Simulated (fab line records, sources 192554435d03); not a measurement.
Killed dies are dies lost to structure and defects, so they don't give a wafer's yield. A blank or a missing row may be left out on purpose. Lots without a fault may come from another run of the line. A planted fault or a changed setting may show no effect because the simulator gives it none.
Split-lot experiment | flow n5_finfet | 7 lots, 21 wafers read, on a route of 1938 steps

THE SPLIT
At N5_BEOL_M0_TRENCH_ETCH_107 (etches SiOC in C4F6/O2, target depth 32.8 nm, time 16.4 s), the setting target_depth_a was moved away from the recipe's 328 angstrom on 9 of the 21 wafers read, by -9.4% to +11.2%. The other wafers ran this setting at the recipe's value.

FROM THE SPLIT TO THE READING: what the file shows between them, 1 step
- N5_BEOL_M0_STRIP_142: strips in N2/H2, time 10 s

THE READING
trench_depth_nm, in nm, at N5_BEOL_M0_OCD_MEAS_108. Fault-free wafers of this fab line usually give 32.7 nm, standard deviation 0.54 nm.

wafer  | tool, chamber at the split | target_depth_a as run, angstrom | against the recipe | trench_depth_nm, nm | against lot-mates on the recipe
L075.1 | rie_diel-04, 0             | 341.1                           | +4.0%              | 33.4                | +0.7
L075.3 | rie_diel-04, 1             | 328                             | recipe             | 32.7                | -
L075.4 | rie_diel-04, 2             | 341.1                           | +4.0%              | 34.5                | +1.8
L077.2 | rie_diel-04, 2             | 328                             | recipe             | 32.0                | -
L077.4 | rie_diel-04, 0             | 328                             | recipe             | 32.2                | -
L077.6 | rie_diel-04, 1             | 328                             | recipe             | 32.6                | -
L084.1 | rie_diel-04, 1             | 364.6                           | +11.2%             | 35.7                | +3.6
L084.2 | rie_diel-04, 3             | 364.6                           | +11.2%             | 36.7                | +4.6
L084.3 | rie_diel-04, 2             | 328                             | recipe             | 32.1                | -
L088.2 | rie_diel-05, 2             | 328                             | recipe             | 32.3                | -
L088.3 | rie_diel-05, 1             | 328                             | recipe             | 31.8                | -
L088.6 | rie_diel-05, 3             | 328                             | recipe             | 32.8                | -
L089.1 | rie_diel-05, 2,0           | 328                             | recipe             | 32.4                | -
L089.5 | rie_diel-05, 2,0           | 328                             | recipe             | 33.2                | -
L089.6 | rie_diel-05, 3             | 356.6                           | +8.7%              | 36.0                | +3.2
L091.1 | rie_diel-01, 0,1           | 328                             | recipe             | 33.3                | -
L091.2 | rie_diel-01, 2             | 313.6                           | -4.4%              | 31.9                | -1.0
L091.3 | rie_diel-01, 0,1           | 328                             | recipe             | 32.5                | -
L092.1 | rie_diel-01, 3             | 297.3                           | -9.4%              | 29.4                | no lot-mate on the recipe
L092.2 | rie_diel-01, 2             | 297.3                           | -9.4%              | 30.3                | no lot-mate on the recipe
L092.3 | rie_diel-01, 0             | 297.3                           | -9.4%              | 29.4                | no lot-mate on the recipe
Where a row lists several chambers, the file gives one row for several wafers and doesn't say which wafer went through which chamber.

THE FIT
A straight line over all 21 wafers: trench_depth_nm changes by +0.321 nm for each +1% of target_depth_a; r = +0.96; the points scatter about the line by 0.51 nm.
The same after taking each lot's own level away (the mean of its wafers on the recipe; 18 wafers): +0.352 nm for each +1%; r = +0.97; scatter 0.42 nm.
On that fit, the largest move of target_depth_a shifts the reading by 3.9 nm.
The lots' own levels span 32.10 to 32.90 nm, that is 1.5 times the standard deviation above.
So the lot-to-lot level changes the slope little: the two slopes agree.
Check: with one of the wafers moved furthest among these (+11.2%) left out of the fit, the line predicts +4.15 nm for it against its lot-mates. It came out at +3.6 nm against them.

OTHER SPLITS ON THESE WAFERS
These wafers also went through other splits before the reading. Each is held against what the fit with the lots' levels taken away leaves over:
other split on the same wafers   | wafers away from the commonest value | r with trench_depth_nm (lot level and that fit taken away)
N5_BEOL_M0_SAQP_COAT_81 spin_rpm | 9                                    | +0.18
N5_BEOL_M0_SAQP_COAT_82 time_s   | 7                                    | +0.36

THE WHOLE CHAIN: every reading that the file lists as answering this split, in the file's order
step                       | what it does                                              | reading                                                                   | change (the file's fit)               | r (the file's)
N5_BEOL_M0_TRENCH_ETCH_107 | etches SiOC in C4F6/O2, target depth 32.8 nm, time 16.4 s | BEOL_M0.feature_depth_nm (the simulator's own value, which no gauge read) | +0.375 nm for each +1% of the setting | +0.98
N5_BEOL_M0_OCD_MEAS_108    |                                                           | trench_depth_nm                                                           | +0.352 nm for each +1% of the setting | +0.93

THE FILE'S OWN FIT
trench_depth_nm changes by +0.352 nm for each +1% of target_depth_a, r = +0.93.
